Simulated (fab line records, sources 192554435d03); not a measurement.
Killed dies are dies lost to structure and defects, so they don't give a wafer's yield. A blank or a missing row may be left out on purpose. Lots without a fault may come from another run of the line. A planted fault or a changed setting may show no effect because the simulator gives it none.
Split-lot experiment | flow n5_finfet | 7 lots, 39 wafers read, on a route of 1938 steps

THE SPLIT
At N5_MOL_CONTACT_COAG_SPUTTER_130 (material Co, target thk 47.5 nm), the setting target_thk_a was moved away from the recipe's 475 angstrom on 12 of the 39 wafers read, by -56.5% to +46.6%. The other wafers ran this setting at the recipe's value.

The reading is taken at the split's own step.

THE READING
Co_of_MOL_CONTACT_COAG_SPUTTER_130.thk_nm (the simulator's own value, which no gauge read), in nm, at N5_MOL_CONTACT_COAG_SPUTTER_130 (material Co, target thk 47.5 nm). The file gives no usual value for it. The 27 wafers here that ran the recipe average 47.7 nm, standard deviation 0.44 nm.

wafer  | tool, chamber at the split | target_thk_a as run, angstrom | against the recipe | Co_of_MOL_CONTACT_COAG_SPUTTER_130.thk_nm, nm | against lot-mates on the recipe
L074.1 | pvd_sputter-01, -          | 475                           | recipe             | 47.4                                          | -
L074.2 | pvd_sputter-01, -          | 475                           | recipe             | 47.8                                          | -
L074.4 | pvd_sputter-01, -          | 475                           | recipe             | 47.8                                          | -
L074.5 | pvd_sputter-01, -          | 475                           | recipe             | 47.8                                          | -
L074.6 | pvd_sputter-01, -          | 475                           | recipe             | 47.8                                          | -
L074.3 | pvd_sputter-01, -          | 475                           | recipe             | 48.2                                          | -
L077.1 | pvd_sputter-03, -          | 684.6                         | +44.1%             | 68.6                                          | +21.1
L077.2 | pvd_sputter-03, -          | 475                           | recipe             | 47.2                                          | -
L077.3 | pvd_sputter-03, -          | 684.6                         | +44.1%             | 67.8                                          | +20.3
L077.4 | pvd_sputter-03, -          | 475                           | recipe             | 47.6                                          | -
L077.5 | pvd_sputter-03, -          | 684.6                         | +44.1%             | 68.2                                          | +20.7
L077.6 | pvd_sputter-03, -          | 475                           | recipe             | 47.8                                          | -
L082.1 | pvd_sputter-03, -          | 475                           | recipe             | 46.6                                          | -
L082.2 | pvd_sputter-03, -          | 475                           | recipe             | 47.2                                          | -
L082.3 | pvd_sputter-03, -          | 475                           | recipe             | 47.4                                          | -
L082.4 | pvd_sputter-03, -          | 475                           | recipe             | 47.4                                          | -
L082.5 | pvd_sputter-03, -          | 475                           | recipe             | 47.6                                          | -
L082.6 | pvd_sputter-03, -          | 475                           | recipe             | 47.8                                          | -
L088.1 | pvd_sputter-03, -          | 475                           | recipe             | 47                                            | -
L088.3 | pvd_sputter-03, -          | 475                           | recipe             | 47                                            | -
L088.2 | pvd_sputter-03, -          | 475                           | recipe             | 47.2                                          | -
L088.4 | pvd_sputter-03, -          | 302.6                         | -36.3%             | 30.2                                          | -16.9
L088.5 | pvd_sputter-03, -          | 302.6                         | -36.3%             | 29.8                                          | -17.3
L088.6 | pvd_sputter-03, -          | 302.6                         | -36.3%             | 29.6                                          | -17.5
L089.1 | pvd_sputter-02, -          | 475                           | recipe             | 48.2                                          | -
L089.5 | pvd_sputter-02, -          | 475                           | recipe             | 48.2                                          | -
L089.2 | pvd_sputter-02, -          | 475                           | recipe             | 47.6                                          | -
L089.3 | pvd_sputter-02, -          | 696.2                         | +46.6%             | 70                                            | +22.0
L089.4 | pvd_sputter-02, -          | 696.2                         | +46.6%             | 69.6                                          | +21.6
L089.6 | pvd_sputter-02, -          | 696.2                         | +46.6%             | 69.8                                          | +21.8
L093.1 | pvd_sputter-01, -          | 475                           | recipe             | 48.6                                          | -
L093.4 | pvd_sputter-01, -          | 475                           | recipe             | 48.2                                          | -
L093.5 | pvd_sputter-01, -          | 475                           | recipe             | 48.2                                          | -
L095.1 | pvd_sputter-01, -          | 475                           | recipe             | 47.8                                          | -
L095.4 | pvd_sputter-01, -          | 475                           | recipe             | 47.8                                          | -
L095.2 | pvd_sputter-01, -          | 475                           | recipe             | 47.6                                          | -
L095.3 | pvd_sputter-01, -          | 206.7                         | -56.5%             | 20.8                                          | -26.9
L095.5 | pvd_sputter-01, -          | 206.7                         | -56.5%             | 21                                            | -26.7
L095.6 | pvd_sputter-01, -          | 206.7                         | -56.5%             | 21.2                                          | -26.5

THE FIT
A straight line over all 39 wafers: Co_of_MOL_CONTACT_COAG_SPUTTER_130.thk_nm changes by +0.474 nm for each +1% of target_thk_a; r = +1.00; the points scatter about the line by 0.45 nm.
The same after taking each lot's own level away (the mean of its wafers on the recipe; 39 wafers): +0.471 nm for each +1%; r = +1.00; scatter 0.26 nm.
On that fit, the largest move of target_thk_a shifts the reading by 27 nm.
The lots' own levels span 47.07 to 48.33 nm, that is 2.8 times the standard deviation above.
So the lot-to-lot level changes the slope little: the two slopes agree.
Check: with one of the wafers moved furthest among these (-56.5%) left out of the fit, the line predicts -26.6 nm for it against its lot-mates. It came out at -26.9 nm against them.

OTHER SPLITS ON THESE WAFERS
These wafers also went through other splits before the reading. Each is held against what the fit with the lots' levels taken away leaves over:
other split on the same wafers          | wafers away from the commonest value | r with Co_of_MOL_CONTACT_COAG_SPUTTER_130.thk_nm (lot level and that fit taken away)
N5_ZERO_LAYER_DEVELOP_10 develop_time_s | 18                                   | -0.15
N5_FIN_SAQP_HM_DEP_72 time_s            | 18                                   | -0.14
N5_SD_EPI_N_DESCUM_14 time_s            | 15                                   | +0.17

THE FILE'S OWN FIT
Co_of_MOL_CONTACT_COAG_SPUTTER_130.thk_nm changes by +0.471 nm for each +1% of target_thk_a, r = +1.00.
